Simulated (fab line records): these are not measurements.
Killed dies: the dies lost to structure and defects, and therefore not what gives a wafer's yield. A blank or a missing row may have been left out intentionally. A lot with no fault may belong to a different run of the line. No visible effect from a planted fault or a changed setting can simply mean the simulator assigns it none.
fab line records + flow nand_harc + part 2 of 2: steps 23 to 31 of 31
record:
- lots: 5
- wafers: 15
- last_day: 32
route steps=1302 shown A_CHANNEL_HOLE_D1@477 A_CHANNEL_FILL_D1@490
lots that met no fault: taken from a fault-free run of the same line
start_h: start of the lot's first displayed wafer, in hours after the record's first day + wait_h: how many hours have passed since the lot's step before this one + " the same as in the row above + L1.1+2: one row covering several wafers at once + - either no value or no given start + * or withheld: withheld + < > ~ a bound
route shown NAME@n: NAME is a module with steps in the file, n the number in the route of the first one + usual: mean/standard deviation of fault-free wafers + same: alike in all rows + chamber/n: place in a boat + sites: the reading at each site + _std_site: standard deviation across them + _edge_site: inner sites' mean taken away from outer sites' mean + radius_mm: how far each site lies from the wafer's centre + mask NAME#n: copy n + behind: the most recent tool/chamber to have shaped the wafer + hold: reason for holding the lot/hours on hold/outcome of the hold + device: names the non-switching transistor (n, p or np) + end of line: at the end of the route, the tests of the same wafers + a step given without rows: its recipe and nothing more + killed: count of dies lost to structure and defects at first sort (not the wafer's yield) + map: a wafer's dies, x killed, . not, _ none there
set.NAME: setting as actually run; set.NAME@STEP: the setting as run at that earlier step + model.NAME: the simulator's own value behind a step, which no gauge read
lots seen at some steps along the route; tables by step, rows by wafer
services: from which hour (start_h, from the record's first day; less than 0 if before it) a tool's chamber was out of use, for how many hours, and why
== steps ==
step: NHARC_A_CHANNEL_FILL_D1_ETCHBACK_19
recipe:
- target_depth_a: 50
- time_s: 1.7
- hbr_flow_sccm: 150
- cl2_flow_sccm: 50
- rf_w: 400
- icp_w: 400
- bias_w: 100
- chemistry: HBr/Cl2
usual:
- drypump_motor_current_A: 5.8/0.39
- hbr_flow_sccm: 149.9/0.48
- oes_product_au: 1.001/0.0092
- throttle_valve_pct: 26.406/0.0089
| lot.wafer | tool      | chamber | start_h | wait_h | drypump_motor_current_A | hbr_flow_sccm | oes_product_au | rf_hours_counter_h | throttle_valve_pct |
|-----------|-----------|---------|---------|--------|-------------------------|---------------|----------------|--------------------|--------------------|
| L074.4    | rie_si-03 | 2       | 205.43  | 0.4    | 5.8                     | 149.8         | 1.024          | 0.9                | 26.391             |
| L074.2    | "         | 3       | "       | "      | 6.0                     | 149.3         | 1.021          | 0.9                | 26.422             |
| L074.6    | "         | 1       | "       | "      | 5.3                     | 150.0         | 0.999          | -                  | 26.401             |
| L077.1    | rie_si-02 | 0       | 241.34  | 0.4    | 6.2                     | 149.2         | 0.995          | 0.8                | 26.422             |
| L077.4    | "         | 3       | "       | "      | 5.3                     | 150.3         | 1.007          | 0.8                | 26.416             |
| L077.5    | "         | 0       | "       | "      | 6.2                     | 149.7         | 1.000          | -                  | 26.396             |
| L078.2    | rie_si-02 | 0       | 253.95  | 0.4    | 6.2                     | 149.5         | 0.981          | 0.9                | 26.413             |
| L078.4    | "         | 1       | "       | "      | 6.2                     | 150.1         | 1.010          | 0.8                | 26.424             |
| L078.5    | "         | 2       | "       | "      | 6.5                     | 149.6         | 0.999          | -                  | 26.413             |
| L087.2    | rie_si-03 | 1       | 341.96  | 0.4    | 5.3                     | 148.9         | 0.995          | 0.6                | 26.415             |
| L087.3    | "         | 3       | "       | "      | 6.1                     | 150.9         | 1.003          | 0.8                | 26.421             |
| L087.6    | "         | 0       | "       | "      | 5.9                     | 150.5         | 1.002          | -                  | 26.405             |
| L094.1    | rie_si-01 | 0       | 426.93  | 0.4    | 5.3                     | 149.9         | 0.988          | 0.3                | 26.414             |
| L094.4    | "         | 3       | "       | "      | 5.7                     | 150.6         | 0.988          | 0.3                | 26.412             |
| L094.6    | "         | 0       | "       | "      | 5.3                     | 150.8         | 0.993          | -                  | 26.414             |
step: NHARC_A_CHANNEL_FILL_D1_ETCHBACK_20
recipe:
- target_depth_a: 270
- time_s: 13.5
- c4f8_flow_sccm: withheld
- o2_flow_sccm: 8
- ar_flow_sccm: withheld
- rf_w: 600
- bias_w: 1500
- chemistry: C4F8/O2/Ar
usual:
- oes_product_au: 0.96/0.037
- rf_vpp_V: 978/4.8
| lot.wafer | tool        | chamber | start_h | wait_h | oes_product_au | rf_hours_counter_h | rf_vpp_V |
|-----------|-------------|---------|---------|--------|----------------|--------------------|----------|
| L074.2    | rie_diel-13 | 2       | 205.55  | -      | 0.99           | 1.5                | 974      |
| L074.4    | "           | 3       | "       | "      | 0.98           | 1.3                | 979      |
| L074.6    | "           | 3       | "       | "      | 0.98           | -                  | 982      |
| L077.4    | rie_diel-11 | 3       | 241.49  | -      | 0.92           | 8.7                | 976      |
| L077.1    | "           | 0       | "       | "      | 0.93           | 8.8                | 984      |
| L077.5    | "           | 2       | "       | "      | 0.93           | -                  | 980      |
| L078.2    | rie_diel-13 | 1       | 254.06  | -      | 1.00           | 4.1                | 988      |
| L078.4    | "           | 0       | "       | "      | 1.01           | -                  | 972      |
| L078.5    | "           | 1       | "       | "      | 0.99           | -                  | 986      |
| L087.2    | rie_diel-05 | 1       | 342.08  | -      | 0.93           | 4.0                | 969      |
| L087.3    | "           | 3       | "       | "      | 0.92           | 6.1                | 977      |
| L087.6    | "           | 0       | "       | "      | 0.92           | -                  | 978      |
| L094.4    | rie_diel-05 | 0       | 427.06  | -      | 1.00           | 1.8                | 980      |
| L094.1    | "           | 3       | "       | "      | 1.00           | 2.3                | 978      |
| L094.6    | "           | 1       | "       | "      | 1.02           | -                  | 969      |
step: NHARC_A_CHANNEL_FILL_D1_STRIP_28
recipe:
- time_s: 20
- o2_flow_sccm: 500
- ar_flow_sccm: 0
- bias_w: 0
- chemistry: O2
usual:
- drypump_motor_current_A: 5.7/0.62
- oes_product_au: 1.001/0.0093
- rf_vpp_V: 57.8/0.83
- showerhead_plenum_p_Torr: 3.51/0.12
- throttle_valve_pct: 17.037/0.009
| lot.wafer | tool        | chamber | start_h | wait_h | drypump_motor_current_A | oes_product_au | rf_hours_counter_h | rf_vpp_V | showerhead_plenum_p_Torr | throttle_valve_pct |
|-----------|-------------|---------|---------|--------|-------------------------|----------------|--------------------|----------|--------------------------|--------------------|
| L074.4    | rie_diel-13 | 1       | 205.65  | 0.1    | 5.1                     | 0.996          | 1.4                | 58.1     | 3.74                     | 17.026             |
| L074.2    | "           | 2       | "       | "      | 5.3                     | 1.014          | 1.5                | 56.3     | 3.44                     | 17.039             |
| L074.6    | "           | 3       | "       | "      | 6.3                     | 0.994          | -                  | 58.4     | 3.60                     | 17.032             |
| L077.1    | rie_diel-11 | 3       | 241.56  | 0.1    | 4.8                     | 1.000          | 8.7                | 59.3     | 3.44                     | 17.033             |
| L077.4    | "           | 1       | "       | "      | 6.0                     | 0.988          | 8.7                | 58.2     | 3.70                     | 17.050             |
| L077.5    | "           | 3       | "       | "      | 4.7                     | 0.996          | -                  | 58.4     | 3.44                     | 17.042             |
| L078.2    | rie_diel-13 | 1       | 254.16  | 0.1    | 5.1                     | 0.995          | 4.1                | 57.2     | 3.74                     | 17.012             |
| L078.4    | "           | 2       | "       | "      | 5.3                     | 1.016          | -                  | 57.6     | 3.44                     | 17.032             |
| L078.5    | "           | 0       | "       | "      | 6.7                     | 1.005          | -                  | 57.2     | 3.40                     | 17.041             |
| L087.2    | rie_diel-05 | 3       | 342.16  | 0.1    | 5.7                     | 1.004          | 6.1                | 58.6     | 3.53                     | 17.068             |
| L087.3    | "           | 1       | "       | "      | 6.5                     | 1.000          | 4.0                | 57.9     | 3.33                     | 17.026             |
| L087.6    | "           | 3       | "       | "      | 5.7                     | 1.001          | -                  | 58.0     | 3.53                     | 17.053             |
| L094.4    | rie_diel-05 | 1       | 427.15  | 0.1    | 6.5                     | 1.017          | 1.3                | 56.0     | 3.33                     | 17.037             |
| L094.1    | "           | 2       | "       | "      | 5.2                     | 1.014          | 1.8                | 56.9     | 3.42                     | 17.052             |
| L094.6    | "           | 2       | "       | "      | 5.2                     | 1.023          | -                  | 57.5     | 3.42                     | 17.028             |
step: NHARC_A_CHANNEL_FILL_D1_PRECLEAN_21
recipe:
- time_s: 30
- chemistry: dHF
| lot.wafer  | tool         | chamber | start_h | wait_h |
|------------|--------------|---------|---------|--------|
| L074.6+2+4 | wet_bench-05 | 4,5,6   | 205.75  | -      |
| L077.5+4+1 | wet_bench-07 | 3,4,5   | 241.67  | -      |
| L078.5+4+2 | wet_bench-03 | 6,0,1   | 254.27  | -      |
| L087.2+3+6 | wet_bench-03 | 2,3,6   | 342.26  | -      |
| L094.4+1+6 | wet_bench-05 | 4,5,7   | 427.26  | -      |
step: NHARC_A_CHANNEL_FILL_D1_SRD_23
| lot.wafer  | tool         | chamber | start_h | wait_h |
|------------|--------------|---------|---------|--------|
| L074.6+2+4 | wet_bench-05 | 4,5,6   | 205.77  | 0.0    |
| L077.5+4+1 | wet_bench-07 | 3,4,5   | 241.69  | 0.0    |
| L078.5+4+2 | wet_bench-03 | 6,0,1   | 254.29  | 0.0    |
| L087.2+3+6 | wet_bench-03 | 2,3,6   | 342.29  | 0.0    |
| L094.4+1+6 | wet_bench-05 | 4,5,7   | 427.28  | 0.0    |
step: NHARC_A_CHANNEL_FILL_D1_CVD_05
recipe:
- target_thk_a: 50
- temp_c: 550
- material: poly-Si
usual:
- zone_power_top_pct: 14.5/0.73
| lot.wafer | tool          | chamber | start_h | wait_h | zone_power_top_pct |
|-----------|---------------|---------|---------|--------|--------------------|
| L074.2    | lpcvd_poly-04 | 0       | 208.33  | 2.6    | 13.0               |
| L074.4    | "             | 0       | "       | "      | 13.1               |
| L074.6    | "             | 0       | "       | "      | 13.1               |
| L077.1    | lpcvd_poly-02 | 0       | 243.96  | 2.3    | 14.5               |
| L077.4    | "             | 0       | "       | "      | 14.5               |
| L077.5    | "             | 0       | "       | "      | 14.4               |
| L078.2    | lpcvd_poly-02 | 0       | 256.56  | 2.3    | 14.4               |
| L078.4    | "             | 0       | "       | "      | 14.4               |
| L078.5    | "             | 0       | "       | "      | 14.6               |
| L087.2    | lpcvd_poly-02 | 0       | 344.56  | 2.3    | 14.5               |
| L087.3    | "             | 0       | "       | "      | 14.6               |
| L087.6    | "             | 0       | "       | "      | 14.3               |
| L094.1    | lpcvd_poly-03 | 0       | 429.62  | 2.3    | 15.5               |
| L094.4    | "             | 0       | "       | "      | 15.0               |
| L094.6    | "             | 0       | "       | "      | 15.2               |
step: NHARC_A_CHANNEL_FILL_D1_ANNEAL_22
recipe:
- temp_c: 620
- time_s: 7200
usual:
- tube_center_temp_C_max: 621.57/0.24
- zone_power_top_pct: 20.4/1
| lot.wafer | tool       | chamber | start_h | wait_h | tube_center_temp_C_max | zone_power_top_pct |
|-----------|------------|---------|---------|--------|------------------------|--------------------|
| L074.2    | furnace-04 | 0       | 214.41  | 4.2    | 621.66                 | 19.2               |
| L074.4    | "          | 0       | "       | "      | 621.59                 | 19.6               |
| L074.6    | "          | 0       | "       | "      | 621.24                 | 19.5               |
| L077.1    | furnace-08 | 0       | 249.25  | 3.5    | 621.33                 | 21.6               |
| L077.4    | "          | 0       | "       | "      | 622.11                 | 21.1               |
| L077.5    | "          | 0       | "       | "      | 621.56                 | 21.6               |
| L078.2    | furnace-08 | 0       | 262.46  | 4.1    | 621.23                 | 21.8               |
| L078.4    | "          | 0       | "       | "      | 621.35                 | 21.4               |
| L078.5    | "          | 0       | "       | "      | 621.49                 | 21.5               |
| L087.2    | furnace-07 | 0       | 349.82  | 3.4    | 621.53                 | 19.2               |
| L087.3    | "          | 0       | "       | "      | 621.34                 | 19.1               |
| L087.6    | "          | 0       | "       | "      | 621.34                 | 19.3               |
| L094.1    | furnace-04 | 0       | 436.28  | 4.9    | 621.47                 | 19.5               |
| L094.4    | "          | 0       | "       | "      | 621.54                 | 19.9               |
| L094.6    | "          | 0       | "       | "      | 621.33                 | 19.9               |
step: NHARC_A_CHANNEL_FILL_D1_ALD_25
recipe:
- target_thk_a: 600
- pulse_time_s: 10
- ald_cycles: 600
- temp_c: 300
- material: SiOx
usual:
- heater_power_w: 486/49
- precursor_pulse_height_rel: 0.999/0.021
| lot.wafer | tool      | chamber | start_h | wait_h | heater_power_w | precursor_pulse_height_rel |
|-----------|-----------|---------|---------|--------|----------------|----------------------------|
| L074.4    | ald_hk-01 | 3       | 218.76  | 0.4    | 566            | 1.014                      |
| L074.2    | "         | 1       | 219.99  | 1.6    | 492            | 1.029                      |
| L074.6    | "         | 3       | 221.22  | 2.9    | 553            | 0.969                      |
| L077.4    | ald_hk-02 | 0       | 253.19  | 0.0    | 436            | 1.010                      |
| L077.1    | "         | 1       | "       | "      | 411            | 0.985                      |
| L077.5    | "         | 1       | 256.28  | 3.1    | 418            | 0.980                      |
| L078.2    | ald_hk-01 | 3       | 266.54  | 0.1    | 560            | 1.021                      |
| L078.4    | "         | 1       | 267.78  | 1.3    | 488            | 0.995                      |
| L078.5    | "         | 0       | 269.64  | 3.2    | 512            | 0.988                      |
| L087.2    | ald_hk-01 | 3       | 354.50  | 0.7    | 568            | 0.987                      |
| L087.3    | "         | 1       | 355.73  | 1.9    | 504            | 1.024                      |
| L087.6    | "         | 2       | "       | "      | 533            | 0.936                      |
| L094.4    | ald_hk-03 | 1       | 440.34  | 0.0    | 426            | 0.988                      |
| L094.1    | "         | 0       | 442.18  | 1.9    | 495            | 1.006                      |
| L094.6    | "         | 2       | 443.40  | 3.1    | 438            | 0.998                      |
step: NHARC_A_CHANNEL_FILL_D1_ETCHBACK_08
recipe:
- target_depth_a: 2200
- time_s: 110
- c4f8_flow_sccm: 20
- ar_flow_sccm: withheld
- rf_w: 600
- bias_w: 300
- chemistry: C4F8
usual:
- oes_product_au: 0.95/0.032
- rf_vpp_V: 440.6/2.3
| lot.wafer | tool        | chamber | start_h | wait_h | oes_product_au | rf_hours_counter_h | rf_vpp_V |
|-----------|-------------|---------|---------|--------|----------------|--------------------|----------|
| L074.4    | rie_diel-05 | 0       | -       | -      | 0.93           | 9.3                | 441.0    |
| L074.2    | "           | 1       | "       | "      | 0.93           | 9.0                | 438.5    |
| L074.6    | "           | 1       | "       | "      | 0.92           | -                  | 437.5    |
| L077.1    | rie_diel-13 | 0       | -       | -      | 1.01           | 4.2                | 437.5    |
| L077.4    | "           | 1       | "       | "      | 0.99           | 4.3                | 444.4    |
| L077.5    | "           | 0       | "       | "      | 1.01           | -                  | 438.8    |
| L078.2    | rie_diel-05 | 0       | -       | -      | 0.99           | 2.7                | 440.3    |
| L078.4    | "           | 2       | "       | "      | 0.99           | -                  | 438.2    |
| L078.5    | "           | 0       | "       | "      | 0.98           | -                  | 442.2    |
| L087.2    | rie_diel-05 | 0       | -       | -      | 0.93           | 6.8                | 440.0    |
| L087.3    | "           | 2       | "       | "      | 0.92           | 6.4                | 439.2    |
| L087.6    | "           | 0       | "       | "      | 0.93           | -                  | 441.3    |
| L094.1    | rie_diel-11 | 3       | -       | -      | 1.02           | 0.0                | 438.8    |
| L094.4    | "           | 0       | "       | "      | 1.02           | 0.0                | 444.3    |
| L094.6    | "           | 3       | "       | "      | 1.01           | -                  | 437.8    |
== services ==
| tool         | chamber | start_h | hours | kind   |
|--------------|---------|---------|-------|--------|
| ald_hk-02    | -       | 170.04  | 10.0  | pm     |
| wet_bench-03 | -       | 171.21  | 6.2   | repair |
| rie_diel-10  | 1       | 174.37  | 9.7   | repair |
| rie_diel-05  | -       | 176.25  | 0.7   | repair |
| ald_hk-01    | -       | 185.41  | 1.4   | repair |
| rie_diel-10  | 2       | 193.23  | 9.9   | repair |
| wet_bench-06 | -       | 193.60  | 8.0   | pm     |
| ald_hk-03    | -       | 214.71  | 10.0  | pm     |
| wet_bench-03 | -       | 215.53  | 8.0   | pm     |
| rie_diel-05  | -       | 229.60  | 9.0   | pm     |
| rie_diel-10  | -       | 242.71  | 9.0   | pm     |
| rie_diel-05  | 1       | 259.48  | 20.4  | repair |
| wet_bench-05 | -       | 260.80  | 8.0   | pm     |
| rie_diel-05  | 0       | 277.26  | 2.3   | repair |
| ald_hk-01    | -       | 301.53  | 10.0  | pm     |
| ald_hk-03    | -       | 313.26  | 0.4   | repair |
| ald_hk-02    | -       | 332.87  | 1.4   | repair |
| rie_diel-05  | -       | 336.81  | 0.3   | repair |
| wet_bench-03 | -       | 391.53  | 8.0   | pm     |
| ald_hk-03    | -       | 392.71  | 10.0  | pm     |
| rie_diel-05  | -       | 406.60  | 9.0   | pm     |
| rie_diel-10  | -       | 419.71  | 9.0   | pm     |
| wet_bench-05 | -       | 430.47  | 2.3   | repair |
| wet_bench-05 | -       | 436.80  | 8.0   | pm     |
